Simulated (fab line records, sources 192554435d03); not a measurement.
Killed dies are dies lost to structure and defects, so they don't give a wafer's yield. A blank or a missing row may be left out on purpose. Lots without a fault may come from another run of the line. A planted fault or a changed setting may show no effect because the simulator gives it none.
fab line records | flow n5_finfet
record lots=4 wafers=12 last_day=17
route steps=1938 shown MOL_CONTACT_COAG@542 BEOL_M4@1111 PASSIVATION@1936
lots that met no fault: from a run of the same line without faults
start_h: hours from the record's first day to the start of the lot's first wafer shown | wait_h: hours since the lot's step before | " the same as in the row above | L1.1+2: a row that stands for several wafers | - no value, or no start given | * or withheld: withheld | < > ~ a bound
route shown NAME@n: a module of which the file shows steps, and the number in the route of the first | usual: mean/standard deviation of fault-free wafers | same: alike in all rows | chamber/n: place in a boat | sites: the reading at each site | _std_site: their standard deviation | _edge_site: outer sites' mean less inner sites' | radius_mm: how far each site lies from the wafer's centre | mask NAME#n: copy n | behind: the tool/chamber that last shaped the wafer | hold: why the lot was held/for how many hours/how that ended | device: the transistor (n, p or np) that didn't switch | end of line: the same wafers' tests at the end of the route | a step without rows: its recipe alone | killed: dies lost to structure and defects at the first sort, not the wafer's yield | map: a wafer's dies, x killed, . not, _ none there
set.NAME: the setting as run; set.NAME@STEP: as run at that earlier step | model.NAME: the simulator's own value behind a step, which no gauge read
lots at some steps of the route; a table a step, a row a wafer
services: from which hour (start_h, from the record's first day; less than 0 if before it) a tool's chamber was out of use, for how many hours, and why
## steps
# step N5_MOL_CONTACT_COAG_PRECLEAN_111
# recipe chemistry=NF3:NH3 afs_cycles=1 temp_c=30 time_s=20 sublimation_temp_c=180 sublimation_time_s=60 pressure_torr=3 rf_power_w=30
# step N5_MOL_CONTACT_COAG_TI_SIL_19
# recipe material=Ti target_thk_a=42 temp_c=200 chamber_pressure_pa=5 power_w=5000 time_s=15
# step N5_MOL_CONTACT_COAG_ALD_20
# recipe material=TiN target_thk_a=15 temp_c=400 ald_precursor_family=TiCl4 ald_co_reactant=NH3 pulse_time_s=1 purge_time_s=3 co_reactant_purge_time_s=2 co_reactant_pulse_time_s=2 ald_cycles=68 pressure_torr=3
# step N5_MOL_CONTACT_COAG_SIL_ANNEAL_21
# recipe temp_c=550 time_s=60 ambient=N2
# step N5_MOL_CONTACT_COAG_PRE_CLEAN_141
# recipe gas=H2/He time_s=60 temp_c=300
# step N5_MOL_CONTACT_COAG_SPUTTER_143
# recipe material=Co target_thk_a=25 temp_c=25 chamber_pressure_pa=0.2
# step N5_MOL_CONTACT_COAG_CO_FILL_22
# recipe material=Co target_thk_a=200 temp_c=200 precursor=CCTBA/H2 pressure_torr=30
# step N5_MOL_CONTACT_COAG_ANNEAL_113
# recipe temp_c=400 time_s=300 ambient=H2/N2
# step N5_MOL_CONTACT_COAG_PRE_CLEAN_142
# recipe gas=H2/He time_s=60 temp_c=300
# step N5_MOL_CONTACT_COAG_SPUTTER_130
# recipe material=Co target_thk_a=475 temp_c=25 chamber_pressure_pa=0.5 power_w=3000
# step N5_MOL_CONTACT_COAG_PRECLEAN_125
# recipe chemistry=DIW time_s=57.5 temp_c=23
# step N5_MOL_CONTACT_COAG_SRD_126
# recipe dry_time_s=32 dry=n2_spin spin_rpm=1500
# step N5_MOL_CONTACT_COAG_CMP_23
# recipe stop_on=SiO2 t_overpolish_s=1.5 post_cmp_clean=cu_alkaline down_force_psi=2 platen_rpm=50.289 pad_velocity_m_s=1.0006 target_thk_nm=0
# usual head_pressure_psi=2.000/0.0042 motor_current_A=8.0/0.58 overpolish_run_s=1.500/0.008 platen_rpm=50.29/0.031 time_to_endpoint_s=10.8/1.9
# columns lot.wafer tool chamber start_h wait_h head_pressure_psi motor_current_A overpolish_run_s platen_rpm time_to_endpoint_s model.SiNx_of_GATE_CUT_SAC_CAP_01.thk_nm
L618.3 cmp-02 2 122.84 0.0 1.998 8.3 1.494 50.33 11.8 18.4
L618.2 " 0 " " 1.995 8.4 1.504 50.31 10.4 18
L618.4 " 1 " " 1.999 8.8 1.499 50.29 11.6 18.4
L627.3 cmp-02 3 173.75 0.0 1.737 6.9 1.500 50.22 9.9 18.2
L627.4 " 0 " " 1.741 7.9 1.493 50.32 9.7 18.4
L627.2 " 2 " " 1.741 8.4 1.504 50.28 12.4 18.2
L628.1 cmp-02 0 176.88 0.0 1.724 8.6 1.509 50.28 9.5 18.8
L628.2 " 1 " " 1.735 7.8 1.490 50.29 14.9 18.6
L628.3 " 2 " " 1.733 8.5 1.498 50.35 13.0 18.6
L637.2 cmp-01 0 235.64 0.1 2.000 7.8 1.492 50.27 10.1 18.2
L637.1 " 1 " " 2.007 8.9 1.510 50.28 9.5 18.2
L637.6 " 3 " " 1.991 7.6 1.493 50.21 10.3 18.2
# step N5_MOL_CONTACT_COAG_WET_ETCH_26
# recipe target=Co target_depth_nm=13
# step N5_MOL_CONTACT_COAG_WET_ETCH_116
# recipe chemistry=SC1-inhibited target_depth_nm=4.6 dry=ipa_marangoni rinse_time_s=30 rinse_temp_c=23
# columns lot.wafer tool chamber start_h wait_h model.SiNx_of_GATE_CUT_SAC_CAP_01.thk_nm
L618.2 wet_bench-02 6 123.35 0.0 18
L618.3 " 3 " " 18.2
L618.4 " 7 " " 18.4
L627.2+3+4 wet_bench-04 7,4,5 174.25 0.0 18.2
L628.1+3 wet_bench-04 7,6 177.38 0.0 18.6
L628.2 " 2 " " 18.4
L637.1+2+6 wet_bench-02 7,1,5 236.10 0.0 18.2
# step N5_MOL_CONTACT_COAG_ALD_27
# recipe material=SiOC target_thk_a=170 temp_c=400 ald_precursor_family=carbosiloxane ald_co_reactant=H2-plasma pulse_time_s=1.5 time_s=2720 purge_time_s=2 co_reactant_purge_time_s=2 ald_cycles=340 pressure_torr=2
# step N5_MOL_CONTACT_COAG_CMP_28
# recipe stop_on=SiNx t_overpolish_s=0.85 post_cmp_clean=alkaline_brush down_force_psi=4.15 platen_rpm=51.8 pad_velocity_m_s=1.0307 target_thk_nm=14.522
# step N5_MOL_CONTACT_COAG_ALD_123
# recipe material=SiNx target_thk_a=50 temp_c=400 ald_precursor_family=SiH2I2 ald_co_reactant=N2/H2-plasma pulse_time_s=1 purge_time_s=2 co_reactant_purge_time_s=2 ald_cycles=100 pressure_torr=2
# step N5_MOL_CONTACT_COAG_PECVD_31
# recipe material=SiO2 target_thk_a=460 temp_c=400 precursor=TEOS/O2 pressure_torr=6.5 rf_w=withheld teos_flow_sccm=withheld gas=O2 flow_sccm=2650 time_s=8.9
# step N5_MOL_CONTACT_COAG_COAT_75
# recipe resist=SOC temp_c=250 time_s=60 spin_rpm=1500 resist_thk_nm=60
# step N5_MOL_CONTACT_COAG_COAT_76
# recipe resist=SiARC temp_c=220 time_s=60 spin_rpm=1500 resist_thk_nm=10
# step N5_MOL_CONTACT_COAG_COAT_77
# recipe resist=underlayer temp_c=205 time_s=60 spin_rpm=1500 resist_thk_nm=10
# step N5_MOL_CONTACT_COAG_COAT_78
# recipe resist=CAR-EUV spin_rpm=1500 resist_thk_nm=40
# step N5_MOL_CONTACT_COAG_EBR_80
# recipe solvent=PGMEA ebr_width_mm=1.5
# step N5_MOL_CONTACT_COAG_SOFTBAKE_79
# recipe temp_c=110 time_s=60 resist=CAR-EUV
# step N5_MOL_CONTACT_COAG_EXPOSE_81
# recipe mask_id=VG na=0.33 source_shape=annular sigma_inner=0.3 sigma_outer=0.7 polarization=unpolarized defocus_nm=0 dose_mj=59.5
# step N5_MOL_CONTACT_COAG_PEB_82
# recipe peb_temp_c=100 peb_time_s=60 resist=CAR-EUV
# step N5_MOL_CONTACT_COAG_DEVELOP_83
# recipe develop_time_s=30 developer=TMAH resist=CAR-EUV rinse_liquid=surfactant_rinse dry=air_spin dev_temp_c=23
# step N5_MOL_CONTACT_COAG_DESCUM_88
# recipe chemistry=O2 time_s=7 source_power_w=50 bias_power_w=20 pressure_mtorr=20 rf_frequency_hz=2.712e+07 temp_c=40 resist=CAR-EUV o2_flow_sccm=225
# step N5_MOL_CONTACT_COAG_ETCH_89
# recipe chemistry=N2/H2 target=underlayer target_depth_a=130 mask_material=CAR-EUV time_s=10.4 ion_energy_ev=200 pressure_mtorr=30 source_w=840 bias_w=150 n2_flow_sccm=200 h2_flow_sccm=200 ends=cleared
# step N5_MOL_CONTACT_COAG_ETCH_90
# recipe chemistry=CF4 target=SiARC target_depth_a=130 mask_material=CAR-EUV time_s=21.7 ion_energy_ev=80 pressure_mtorr=40 source_w=545 bias_w=36 Ar_flow_sccm=100 cf4_flow_sccm=100 ends=cleared
# step N5_MOL_CONTACT_COAG_ALD_131
# recipe material=SiO2 target_thk_a=50 temp_c=100 ald_precursor_family=BDEAS ald_co_reactant=O2-plasma pulse_time_s=1 co_reactant_pulse_time_s=1 purge_time_s=2 co_reactant_purge_time_s=2 ald_cycles=35 pressure_torr=2
# step N5_MOL_CONTACT_COAG_ETCHBACK_132
# recipe chemistry=CHF3 target=SiO2 target_depth_a=100 time_s=6.7 ion_energy_ev=200 pressure_mtorr=30 source_w=610 bias_w=170 Ar_flow_sccm=200 CHF3_flow_sccm=50
# step N5_MOL_CONTACT_COAG_ETCH_91
# recipe chemistry=N2/H2 target=SOC target_depth_a=600 overetch_a=210 mask_material=SiARC temp_c=40 time_s=101.2 ion_energy_ev=200 pressure_mtorr=30 source_w=840 bias_w=150 n2_flow_sccm=200 h2_flow_sccm=200
# step N5_MOL_CONTACT_COAG_STRIP_92
# recipe chemistry=N2/H2 temp_c=40 n2_flow_sccm=200 h2_flow_sccm=200 rf_frequency_hz=6e+07
# step N5_MOL_CONTACT_COAG_STRIP_93
# recipe chemistry=N2/H2 temp_c=40 n2_flow_sccm=200 h2_flow_sccm=200 rf_frequency_hz=6e+07
# step N5_MOL_CONTACT_COAG_ETCH_47
# recipe chemistry=CH3F/O2 target=SiNx target_depth_a=270 mask_material=SiO2 stop_on=W over_etch_frac=0.2 ion_energy_ev=120 endpoint=OES-CN pressure_mtorr=30 source_w=395 bias_w=73 Ar_flow_sccm=150 CH3F_flow_sccm=30 O2_flow_sccm=20 ends=end_point
# usual bias_w=73.00/0.2 drypump_motor_current_A=5.5/0.41 etch_rf_on_time_s=31.2/0.68 oes_o_777_au=0.78/0.073 oes_product_au=0.70/0.073 rf_vpp_V=296/9.6 showerhead_plenum_p_Torr=1.98/0.055 throttle_valve_pct=16.36/0.15
# columns lot.wafer tool chamber start_h wait_h bias_w drypump_motor_current_A etch_rf_on_time_s oes_o_777_au oes_product_au rf_hours_counter_h rf_vpp_V showerhead_plenum_p_Torr throttle_valve_pct model.etch.depth_nm model.MOL_CONTACT_COAG.feature_depth_nm
L618.2 rie_diel-02 0 128.54 0.0 73.28 5.9 31.4 0.73 0.65 214 306 2.06 16.27 17.76 18.4
L618.3 " 2 " " 73.11 4.8 31.9 0.77 0.67 162 292 2.05 16.16 17.97 18.6
L618.4 " 1 " " 73.37 5.6 31.8 0.72 0.64 183 289 1.89 16.13 18.04 18.6
L627.2 rie_diel-06 1 179.11 0.0 73.16 6.2 30.5 0.84 0.82 38 314 1.94 16.45 17.87 18.4
L627.3 " 2 " " 73.25 5.5 31.9 0.72 0.66 175 304 1.98 16.57 17.9 18.6
L627.4 " 2 " " 73.09 5.5 32.4 0.72 0.66 - 304 1.98 16.56 18 18.6
L628.1 rie_diel-06 3 181.74 0.0 73.06 5.5 31.6 0.85 0.77 64 297 1.96 16.32 18.38 19
L628.2 " 1 " " 72.88 6.2 31.3 0.84 0.80 39 314 1.94 16.44 18.22 18.8
L628.3 " 2 " " 73.69 5.5 33.0 0.71 0.66 176 305 1.98 16.57 18.24 18.8
L637.1 rie_diel-06 0 240.56 0.0 72.86 5.7 30.4 0.95 0.82 18 275 1.97 16.13 17.87 18.4
L637.2 " 1 " " 73.00 6.2 30.6 0.80 0.78 63 314 1.94 16.49 17.84 18.4
L637.6 " 0 " " 72.98 5.7 30.3 0.93 0.83 - 277 1.97 16.13 17.86 18.4
# step N5_BEOL_M4_RC_MEAS_101
# usual DIBL_N=37.3/2.3 DIBL_P=37.4/2.9 IOFF_N=0.18/0.045 IOFF_P=0.25/0.054 ION_N=679/15 ION_P=468/9.7 SS_N=71.8/0.62 SS_P=73.6/0.76 VT_N=248/4.1 VT_P=-248/3.6
# columns lot.wafer tool chamber start_h wait_h DIBL_N[mV/V] DIBL_P[mV/V] IOFF_N[nA/um] IOFF_P[nA/um] ION_N[uA/um] ION_P[uA/um] SS_N[mV/dec] SS_P[mV/dec] VT_N[mV] VT_P[mV]
L618.2 prober-01 0 190.15 0.6 37.4 36.9 0.18 0.26 673 460 71.5 74.1 250 -245
L618.3 " 0 " " 37.9 38.1 0.18 0.26 693 475 72.0 73.6 251 -247
L618.4 " 0 " " 37.2 37.3 0.18 0.26 678 466 71.5 73.5 251 -244
L628.1 prober-01 0 241.89 0.0 39.3 41.0 0.21 0.29 693 479 72.9 74.2 247 -246
L628.2 " 0 " " 39.4 41.4 0.20 0.29 695 476 72.3 74.6 247 -247
L628.3 " 0 " " 36.3 36.9 0.14 0.21 662 460 72.1 73.8 253 -251
L627.2 prober-02 0 260.65 0.2 36.0 35.6 0.14 0.22 664 464 71.8 73.6 254 -249
L627.3 " 0 " " 34.1 32.9 0.12 0.17 647 453 71.5 73.9 254 -251
L627.4 " 0 " " 39.3 39.4 0.22 0.28 679 471 72.1 75.0 247 -247
L637.1 prober-02 0 301.45 0.0 37.2 36.9 0.20 0.31 704 488 71.1 73.8 247 -243
L637.2 " 0 " " 34.1 32.9 0.12 0.21 657 469 71.4 73.2 256 -249
L637.6 " 0 " " 37.6 36.2 0.18 0.26 673 471 72.6 73.4 249 -246
# step N5_PASSIVATION_PROBE_49
# usual defect_limited_yield=91.3/1.5 killed_at_M0_to_M3=35/8.7 killed_at_M4_up=14/5.5 killed_at_contacts=11/5.6 killed_at_front_end=39/13 killed_at_other=3.7/2.2 killed_dies=103/18 killed_open=69/14 killed_short=33/7.8 sort_bin_5_function=5.1/0.99 sort_bin_6_memory=3.3/0.67 sort_n_pass=1077/18 sort_yield_pct=91.2/1.5
# same gross_dies=1180 killed_at_back_side=0 sort_bin_4_leakage[%]=0 sort_bin_8_speed[%]=0
# columns lot.wafer tool chamber start_h wait_h defect_limited_yield[%] killed_at_M0_to_M3 killed_at_M4_up killed_at_contacts killed_at_front_end killed_at_other killed_dies killed_open killed_short sort_bin_5_function[%] sort_bin_6_memory[%] sort_n_pass sort_yield_pct[%]
L628.1 prober-02 - 350.78 0.0 90.2 46 7 7 52 4 116 80 36 5.4 4.0 1064 90.2
L628.2 prober-02 - 350.83 0.1 89.6 50 17 12 43 1 123 86 35 6.4 3.7 1057 89.6
L628.3 prober-02 - 350.88 0.1 88.7 47 10 7 68 1 133 91 40 6.4 4.3 1047 88.7
L627.2 prober-02 - 359.63 0.1 90.8 30 19 18 37 5 109 65 44 6.1 2.9 1071 90.8
L627.3 prober-02 - 359.68 0.1 91.0 36 12 16 41 1 106 65 41 4.7 4.0 1074 91.0
L627.4 prober-02 - 359.73 0.2 89.5 48 28 14 30 4 124 84 40 6.1 4.3 1056 89.5
# killed by level:class
L628.1 BEOL_M2:geometric_particle:open=18 BEOL_M3:geometric_particle:open=13 STI_FIN_REVEAL:geometric_particle:open=9 FIN_SAQP:geometric_particle:short=7 FIN_SAQP:geometric_particle:open=6 GATE_CUT:geometric_particle:short=6 BEOL_M0_SAQP:geometric_particle:open=5 DUMMY_GATE:geometric_particle:open=4
L628.2 BEOL_M0_SAQP:geometric_particle:open=14 BEOL_M3:geometric_particle:open=11 MOL_CONTACT_COAG:geometric_particle:open=10 FIN_SAQP:geometric_particle:open=7 FIN_SAQP:geometric_particle:short=7 STI_FIN_REVEAL:geometric_particle:open=6 BEOL_M0_SAQP:geometric_particle:short=6 BEOL_M2:geometric_particle:open=6
L628.3 BEOL_M2:geometric_particle:open=13 BEOL_M0_SAQP:geometric_particle:open=13 FIN_SAQP:geometric_particle:open=12 BEOL_M0_SAQP:geometric_particle:short=11 ILD0:geometric_particle:short=9 FIN_SAQP:geometric_particle:short=8 STI_FIN_REVEAL:geometric_particle:open=8 DUMMY_GATE:geometric_particle:open=8
L627.2 MOL_CONTACT_COAG:geometric_particle:open=13 BEOL_M0_SAQP:geometric_particle:short=11 BEOL_M4:geometric_particle:open=10 FIN_SAQP:geometric_particle:short=9 FIN_SAQP:geometric_particle:open=7 BEOL_M0_SAQP:geometric_particle:open=7 DUMMY_GATE:geometric_particle:open=5 MOL_CONTACT_COAG:geometric_particle:short=5
L627.3 FIN_SAQP:geometric_particle:short=12 MOL_CONTACT_COAG:geometric_particle:open=12 FIN_SAQP:geometric_particle:open=11 BEOL_M0_SAQP:geometric_particle:short=11 BEOL_M0_SAQP:geometric_particle:open=9 BEOL_M3:geometric_particle:open=7 BEOL_M4:geometric_particle:open=6 MOL_CONTACT_COAG:geometric_particle:short=4
L627.4 BEOL_M4:geometric_particle:open=18 MOL_CONTACT_COAG:geometric_particle:open=14 BEOL_M3:geometric_particle:open=9 BEOL_M0_SAQP:geometric_particle:open=8 BEOL_M0_SAQP:geometric_particle:short=8 FIN_SAQP:geometric_particle:short=7 FIN_SAQP:geometric_particle:open=7 BEOL_M1:geometric_particle:open=7
## services
# columns tool chamber start_h hours kind
cmp-01 - 107.28 1.0 repair
cmp-01 - 123.52 5.5 pm
cmp-02 - 127.19 4.0 pm
cmp-02 - 131.19 - consumable_replace:conditioner
cmp-02 - 131.19 - consumable_replace:pad
cmp-01 - 145.63 2.8 repair
rie_diel-06 2 148.52 29.0 repair
cmp-01 - 150.54 10.2 pm
rie_diel-02 3 166.84 4.9 repair
rie_diel-02 - 177.25 2.8 pm
rie_diel-06 0 177.60 - clean
rie_diel-06 0 177.60 - consumable_replace:focus_ring
rie_diel-06 0 177.60 13.5 scheduled_down
rie_diel-06 0 177.60 13.5 vent_cycle
cmp-02 - 179.60 1.8 repair
cmp-01 - 189.80 1.9 repair
cmp-01 - 193.31 2.1 repair
rie_diel-02 0 197.42 3.8 repair
cmp-02 - 223.84 3.7 repair
## key
first_sign step=N5_MOL_CONTACT_COAG_CMP_23 reading=head_pressure_psi direction=down sigmas=63 usual=2.000 struck=1.735
effect none on later readings
model_effect step=N5_MOL_CONTACT_COAG_CMP_23 value=SiNx_of_GATE_CUT_SAC_CAP_01.thk_nm without=18.17 struck=18.47
model_effect step=N5_MOL_CONTACT_COAG_WET_ETCH_116 value=SiNx_of_GATE_CUT_SAC_CAP_01.thk_nm without=18.07 struck=18.37
model_effect step=N5_MOL_CONTACT_COAG_ETCH_47 value=etch.depth_nm without=17.84 struck=18.1
met_at N5_MOL_CONTACT_COAG_CMP_23
struck_wafers L627.2,L627.3,L627.4,L628.1,L628.2,L628.3
onset_between 122.84 173.75
fault kind=process_parameter_drift tool=cmp-02 chamber=- onset_h=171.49 steps=N5_MOL_CONTACT_COAG_CMP_23 channel=down_force_psi offset=-0.26586 shape=step end_h=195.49 acts_in=these_recipes_only stated=2
